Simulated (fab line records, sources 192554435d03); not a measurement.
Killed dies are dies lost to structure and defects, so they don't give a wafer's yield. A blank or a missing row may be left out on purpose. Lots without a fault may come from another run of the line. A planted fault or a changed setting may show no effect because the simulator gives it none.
Chamber matching | flow n5_finfet | N5_BEOL_M8_ETCH_66 on rie_diel-06: 4 sister chambers
The step etches SOC in N2/H2, target depth 80 nm, overetch 16 nm, time 120 s. 4 wafers are shown with their chamber, then 10 later ones without.

WAFERS WITH THEIR CHAMBER
wafer  | chamber | drypump_motor_current_A (A)
L091.3 | 3       | 4.8
L091.5 | 1       | 5.6
L090.1 | 0       | 4.8
L090.4 | 2       | 5.3

WAFERS WITHOUT THEIR CHAMBER
wafer  | drypump_motor_current_A (A)
L090.5 | 5.6
L093.3 | 5.6
L093.4 | 4.9
L093.6 | 4.9
L094.1 | 4.9
L094.4 | 4.8
L094.5 | 5.3
L095.1 | 5.6
L095.4 | 4.9
L095.6 | 5.3

WHICH CHAMBER EACH WENT THROUGH
wafer  | from the rows above     | in truth
L090.5 | 1                       | 1
L093.3 | 1                       | 1
L093.4 | can't be placed: 0 or 3 | 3
L093.6 | can't be placed: 0 or 3 | 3
L094.1 | can't be placed: 0 or 3 | 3
L094.4 | can't be placed: 0 or 3 | 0
L094.5 | 2                       | 2
L095.1 | 1                       | 1
L095.4 | can't be placed: 0 or 3 | 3
L095.6 | 2                       | 2
Placed correctly: 5 of 10. Can't be placed from these rows: 5 (the true chamber is among the candidates in 5). Placed wrongly: 0.
How it was worked out, from the rows above alone: a wafer's distance from a chamber is the root of the sum, over the readings, of the square of ((its reading less the chamber's mean) divided by the reading's scatter). The wafer belongs to the nearest chamber; if the next one is less than 2 further off, it can't be placed. A chamber's mean is the mean of its shown wafers. The scatter: with one shown wafer a chamber, the root of the mean of the squares of how far each hidden wafer lies from its nearest shown one.
